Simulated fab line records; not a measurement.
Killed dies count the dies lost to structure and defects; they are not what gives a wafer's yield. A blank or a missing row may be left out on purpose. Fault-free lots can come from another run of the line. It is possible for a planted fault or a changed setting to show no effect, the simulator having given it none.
Split-lot trial	flow n5_finfet	route with 1938 steps; 7 lots, 21 wafers read

THE SPLIT
At N5_BEOL_M13_TRENCH_ETCH_34 (etches SiOC in C4F8/O2/Ar, target depth 413.47 nm, time 162.6 s), the setting time_s was moved away from the recipe's 162.6 s on 9 of the 21 wafers read, by -21.6% to +19.4%. For the rest of the wafers, this setting stayed at what the recipe calls for.

FROM THE SPLIT ON TO THE READING: in between, the file shows 1 step
- N5_BEOL_M13_STRIP_70: strips in C4F8/O2/Ar

THE READING
trench_depth_nm, in nm, at N5_BEOL_M13_OCD_MEAS_35. A value of 414 nm with a standard deviation of 6.2 nm is what fault-free wafers of this fab line usually give.

wafer	tool, chamber at the split	time_s as run, s	against the recipe	trench_depth_nm, nm	against lot-mates on the recipe
L075.2	rie_diel-05, 3	162.6	recipe	408	-
L075.3	rie_diel-05, 2	194.1	+19.4%	485	+77
L075.6	rie_diel-05, 0	194.1	+19.4%	477	+69
L077.1	rie_diel-04, 0	162.6	recipe	422	-
L077.2	rie_diel-04, 3	162.6	recipe	420	-
L077.5	rie_diel-04, 2	162.6	recipe	423	-
L078.4	rie_diel-05, 0	188.6	+16.0%	462	+50
L078.5	rie_diel-05, 0	188.6	+16.0%	467	+55
L078.6	rie_diel-05, 3	162.6	recipe	412	-
L081.1	rie_diel-05, 0	192.1	+18.1%	474	+58
L081.3	rie_diel-05, 2	162.6	recipe	413	-
L081.5	rie_diel-05, 3	162.6	recipe	418	-
L082.1	rie_diel-04, 0	162.6	recipe	414	-
L082.2	rie_diel-04, 3	141.1	-13.2%	359	-58
L082.5	rie_diel-04, 0	162.6	recipe	420	-
L090.2	rie_diel-04, 0	127.5	-21.6%	323	-95
L090.4	rie_diel-04, 3	162.6	recipe	416	-
L090.6	rie_diel-04, 1	162.6	recipe	420	-
L093.4	rie_diel-04, 0	145.1	-10.8%	374	-46
L093.5	rie_diel-04, 1	162.6	recipe	420	-
L093.6	rie_diel-04, 0	145.1	-10.8%	372	-48

FIT RESULTS
A straight line over all 21 wafers: trench_depth_nm changes by +3.61 nm for each +1% of time_s; r = +0.99; the points scatter about the line by 6.4 nm.
The same after taking each lot's own level away (the mean of its wafers on the recipe; 21 wafers): +3.85 nm for each +1%; r = +0.99; scatter 4.9 nm.
That fit puts the effect of the largest move of time_s on the reading at 83 nm.
Measured against the standard deviation above, the lots' own levels, which go from 408.0 to 421.7 nm, span 2.2 times it.
The two slopes are in agreement: the lot-to-lot level therefore moves the slope only a little.
Check: with one of the wafers moved furthest among these (-21.6%) left out of the fit, the line predicts -82.9 nm for it against its lot-mates. It came out at -95 nm against them.

ADDITIONAL SPLITS CARRIED BY THESE WAFERS
These wafers also went through other splits before the reading. Each is held against what the fit with the lots' levels taken away leaves over:
other split on the same wafers	wafers away from the commonest value	r with trench_depth_nm (lot level and that fit taken away)
N5_BEOL_M9_TRENCH_ETCH_37 bias_w	10	+0.24
N5_BEOL_M10_EXPOSE_25 dose_mj	6	+0.41
N5_BEOL_M10_VIA_ETCH_34 time_s	7	-0.10
N5_BEOL_M11_ETCH_66 time_s	12	+0.01
N5_BEOL_M12_COAT_66 spin_rpm	7	-0.05

THE WHOLE CHAIN: every reading that the file lists as answering this split, in the file's order
step	what it does	reading	change (the file's fit)	r (the file's)
N5_BEOL_M13_TRENCH_ETCH_34	etches SiOC in C4F8/O2/Ar, target depth 413.47 nm, time 162.6 s	etch.depth_nm (the simulator's own value, which no gauge read)	+3.84 nm for each +1% of the setting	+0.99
N5_BEOL_M13_OCD_MEAS_35		trench_depth_nm	+3.85 nm for each +1% of the setting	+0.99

THE FILE'S OWN FIT
trench_depth_nm changes by +3.85 nm for each +1% of time_s, r = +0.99.
